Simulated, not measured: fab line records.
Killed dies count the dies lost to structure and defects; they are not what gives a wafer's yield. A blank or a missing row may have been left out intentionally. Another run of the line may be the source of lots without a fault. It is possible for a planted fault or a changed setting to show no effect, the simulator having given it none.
Struck lot and sound lot, side by side || flow n5Finfet || 36 out of 1938 route steps
Sound: wafers L229.2, L229.5, L229.6. Wafers struck: L234.2, L234.3, L234.6. Last of all comes the cause.
Each step with rows lists, per side, the tool, then ch with its chambers, then its first start. Under that, the readings that differ: sound wafers || struck wafers || difference of the means || sigmas: that difference in standard deviations of wafers without a fault.
alike: words and numbers the same on both sides, and readings whose means are apart by under 2 such deviations; not compared: readings that were withheld, readings missing a value for some wafer, numbers with overlapping values and no deviation given by the record, and bounds like >300 which may hide the same value.
The two part at a step that has a row with sigmas, a row that says differs or no value, or rows on one side only. When numbers do not overlap yet have no deviation, they are printed without sigmas and do not part them. A reading missing from all wafers of one side parts the sides only when that side holds two or more wafers.

first, 7 steps without rows for these wafers: N5_BEOL_M4_CMP_52 (polishes, stops on SiOC, t overpolish 6.8 s, target thk 40 nm); N5_BEOL_M4_PRE_CLEAN_60 (time 15 s); N5_BEOL_M4_CO_CAP_55 (material Co, precursor CCTBA/H2, target thk 2 nm, time 102.1 s); N5_BEOL_M4_PRE_CLEAN_56 (time 15 s); N5_BEOL_M4_DEP_57 (deposits SiCN from 3MS/NH3, target thk 8 nm, time 14 s); N5_BEOL_M5_ILD_DEP_00 (deposits SiCOH lowk from DEMS/porogen, target thk 140.64 nm, time 25.9 s); N5_BEOL_M5_CURE_79 (cures SiCOH lowk, time 240 s).
N5_BEOL_M5_PECVD_70: deposits SiO2 from TEOS/O2, target thk 16 nm, time 18 s.
  sound on pecvd-02 ch 1,2, day 9 12:55; struck on pecvd-01 ch 0,1,2, day 10 21:56
{"reading": "showerheadPlenumPTorr (Torr)", "sound": "8.83 8.97 8.82", "struck": "8.76 8.63 8.76", "difference": -0.16, "sigmas": -2}
  alike: heaterPowerW, throttleValvePct
then, 25 steps without rows for these wafers: N5_BEOL_M5_HM_DEP_02 (deposits TiN, target thk 20 nm); N5_BEOL_M5_COAT_59 (time 60 s, resist thk 60 nm); N5_BEOL_M5_COAT_60 (time 60 s, resist thk 12 nm); N5_BEOL_M5_COAT_71 (time 60 s, resist thk 5 nm); N5_BEOL_M5_COAT_05 (resist thk 30 nm); N5_BEOL_M5_EBR_07; N5_BEOL_M5_SOFTBAKE_06 (time 60 s); N5_BEOL_M5_EXPOSE_08 (exposes mask M5, target cd 28 nm); N5_BEOL_M5_PEB_09 (peb time 60 s); N5_BEOL_M5_DEVELOP_10 (develop time 30 s); N5_BEOL_M5_DESCUM_16 (chemistry O2, time 7 s); N5_BEOL_M5_ETCH_72 (etches underlayer in N2/H2, target depth 6.5 nm, time 5.2 s); N5_BEOL_M5_ETCH_61 (etches SiARC in CF4, target depth 15.6 nm, time 26 s); N5_BEOL_M5_ETCH_62 (etches SOC in N2/H2, target depth 75 nm, overetch 15 nm, time 112.5 s); N5_BEOL_M5_STRIP_63 (strips in N2/H2); N5_BEOL_M5_STRIP_73 (strips in N2/H2); N5_BEOL_M5_STRIP_64 (strips in CF4); N5_BEOL_M5_HM_OPEN_17 (chemistry Cl2/BCl3, target TiN, target depth 20 nm, overetch 6 nm); N5_BEOL_M5_STRIP_19 (strips in O2); N5_BEOL_M5_COAT_65 (time 60 s, resist thk 60 nm); N5_BEOL_M5_COAT_66 (time 60 s, resist thk 12 nm); N5_BEOL_M5_COAT_74 (time 60 s, resist thk 5 nm); N5_BEOL_M5_COAT_22 (resist thk 30 nm); N5_BEOL_M5_EBR_24; N5_BEOL_M5_SOFTBAKE_23 (time 60 s).
N5_BEOL_M5_HM_STRIP_39: strips TiN in peroxide tin strip, target depth 25 nm, time 158 s.
  sound on wetBench-04 ch 3,4,7, day 9 16:06; struck on wetBench-05 ch 3,5,7, day 11 02:14
{"reading": "model.SiO2_of_BEOL_M5_PECVD_70.thkNm (nm)", "sound": "15.8 16.2 16", "struck": "31.8 31.8 32", "difference": "+15.9", "sigmas": ""}
N5_BEOL_M5_CMP_52: polishes, stops on SiCOH lowk, t overpolish 6.9 s, target thk 62 nm.
  sound on cmp-02 ch 0,1,3, day 9 23:03; struck on cmp-01 ch 0,3, day 11 08:39
{"reading": "barrierFieldEndpointS (s)", "sound": "25.1 25.1 25.0", "struck": "41.2 41.2 41.2", "difference": "+16.1", "sigmas": "+28"}
{"reading": "overpolishRunS (s)", "sound": "6.892 6.884 6.899", "struck": "0.038 0.025 0.048", "difference": -6.855, "sigmas": "-99 or more"}
  alike: motorCurrentA, platenRpm, slurryFlowMlMin, timeToEndpointS
-- a jump in the record: the struck wafers' starts before and after are 4 days apart (it breaks off in module BEOL_M5 and resumes in module PASSIVATION, where the first step shown is number 1936 of the route) --
N5_PASSIVATION_PROBE_49:
  record: rows for the struck wafers here (prober-01, day 15 03:17), none for the sound ones

== WHERE THEY PART ==
At N5_BEOL_M5_PECVD_70 first; at N5_PASSIVATION_PROBE_49 last (within this record only).

WHY: whatever the simulator had introduced
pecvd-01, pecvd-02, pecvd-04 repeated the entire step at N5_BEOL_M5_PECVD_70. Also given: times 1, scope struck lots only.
